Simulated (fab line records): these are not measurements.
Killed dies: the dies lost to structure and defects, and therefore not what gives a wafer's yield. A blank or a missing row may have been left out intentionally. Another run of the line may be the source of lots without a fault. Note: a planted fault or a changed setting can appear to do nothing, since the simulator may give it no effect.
Which tool did it?	flow n5_finfet	12 lots (36 wafers sampled), 1 step of a 1938-step route

## WHAT EACH GAUGE READ, for each wafer
N5_SD_EPI_P_EPI_MEAS_23.
lot	measured	on	thk_nm (nm)
L075	day 3 21:07	film_metro-01	61.8 61.2 62.5
L077	day 4 04:57	film_metro-01	60.3 61.1 60.4
L079	day 4 15:44	film_metro-02	60.5 61.9 62.6
L081	day 5 04:20	film_metro-02	59.5 60.0 64.1
L083	day 5 18:25	film_metro-01	64.9 62.0 61.9
L085	day 6 05:59	film_metro-01	59.8 62.9 63.9
L087	day 6 15:18	film_metro-02	61.9 60.7 60.7
L089	day 7 03:34	film_metro-02	59.9 58.3 60.3
L091	day 7 14:08	film_metro-01	59.5 59.4 61.7
L093	day 8 02:38	film_metro-01	60.4 59.3 61.1
L095	day 8 15:29	film_metro-02	61.3 60.7 61.2
L097	day 9 02:56	film_metro-01	59.4 60.6 61.6

## WHICH TOOL RAN EACH LOT (tool, then ch and the chambers of the sampled wafers, then the start)
No process step before these readings appears in the record.

## THE ANSWER, worked out from the rows above alone
Rule: the lots themselves supply what counts as usual. Put in order of their means at a reading, lots are off if they are a third of the lots or fewer, leave a main group of 4 or more, and stand apart from it by a gap of 3 or more times the standard deviation of the main group's means; of several such gaps the widest counts. The tables above print the reading to a certain number of digits; a main group whose means all agree to those digits is not used. Also off: a lot with no number at a reading for which 4 or more lots have one. Where the step has rows for the other lots, those lots are counted as sound.
None of the lots is off at any reading shown; this tells nothing.

## WHAT HAD BEEN PUT IN BY THE SIMULATOR
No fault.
